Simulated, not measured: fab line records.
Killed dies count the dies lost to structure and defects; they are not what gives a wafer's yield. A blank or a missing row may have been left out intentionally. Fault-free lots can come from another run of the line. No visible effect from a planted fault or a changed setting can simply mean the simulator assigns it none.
Chamber matching	flow nand harc	NHARC_A_STAIRCASE_TRIM_187 on rie diel-11: 4 sister chambers
The step chemistry O2, time 211.2 s. 20 wafers are shown with their chamber, then 10 later ones without.

WAFERS PAIRED WITH THEIR CHAMBERS
wafer	chamber	showerhead plenum p Torr (Torr)	oes product au (a.u.)	throttle valve pct (%)
L076.1	3	3.62	1.004	17.032
L076.3	0	3.58	1.001	17.043
L076.6	2	3.30	1.000	17.039
L081.1	3	3.61	1.010	17.037
L081.2	0	3.57	1.016	17.025
L081.3	2	3.29	1.007	17.040
L081.4	1	3.68	1.001	17.051
L081.5	3	3.61	1.003	17.029
L081.6	0	3.57	1.013	17.028
L086.2	2	3.29	1.013	17.016
L086.3	0	3.56	1.013	17.031
L086.4	1	3.68	0.991	17.045
L087.2	1	3.68	0.990	17.040
L087.4	2	3.28	1.011	17.041
L087.6	2	3.29	1.012	17.038
L087.1	3	3.61	1.004	17.033
L087.3	0	3.56	1.010	17.025
L087.5	3	3.61	0.995	17.051
L090.1	0	3.56	1.014	17.032
L090.3	1	3.67	0.972	17.040

SIGNATURES (averages over the wafers above)
reading	chamber 0	chamber 1	chamber 2	chamber 3	scatter within a chamber
showerhead plenum p Torr	3.5667	3.6775	3.2900	3.6120	0.00656
oes product au	1.01117	0.98850	1.00860	1.00320	0.00711
throttle valve pct	17.03067	17.04400	17.03480	17.03640	0.00811
Rule: distance of a wafer from a chamber = root of the sum over the readings of ((wafer's reading minus chamber's mean) / reading's scatter) squared. The wafer belongs to the nearest chamber; if the next one is less than 2 further off, it can't be placed. The scatter: the root of (the sum of the squares of (reading less its chamber's mean) over the shown wafers, divided by (wafers less chambers)).

WAFERS WHOSE CHAMBER IS MISSING
wafer	showerhead plenum p Torr (Torr)	oes product au (a.u.)	throttle valve pct (%)
L090.6	3.56	0.999	17.029
L091.3	3.60	1.005	17.027
L091.4	3.56	1.010	17.037
L091.5	3.56	1.002	17.030
L092.2	3.56	1.004	17.021
L092.3	3.60	0.997	17.035
L092.5	3.28	1.017	17.027
L097.1	3.66	0.983	17.034
L097.2	3.55	1.011	17.038
L097.6	3.55	1.010	17.031

CHAMBER TAKEN BY EACH
wafer	from the rows above	in truth
L090.6	0	0
L091.3	3	3
L091.4	0	0
L091.5	0	0
L092.2	0	0
L092.3	3	3
L092.5	2	2
L097.1	1	1
L097.2	0	0
L097.6	0	0
Placed correctly: 10 of 10. Not placeable from these rows: 0. Wrongly placed: 0.
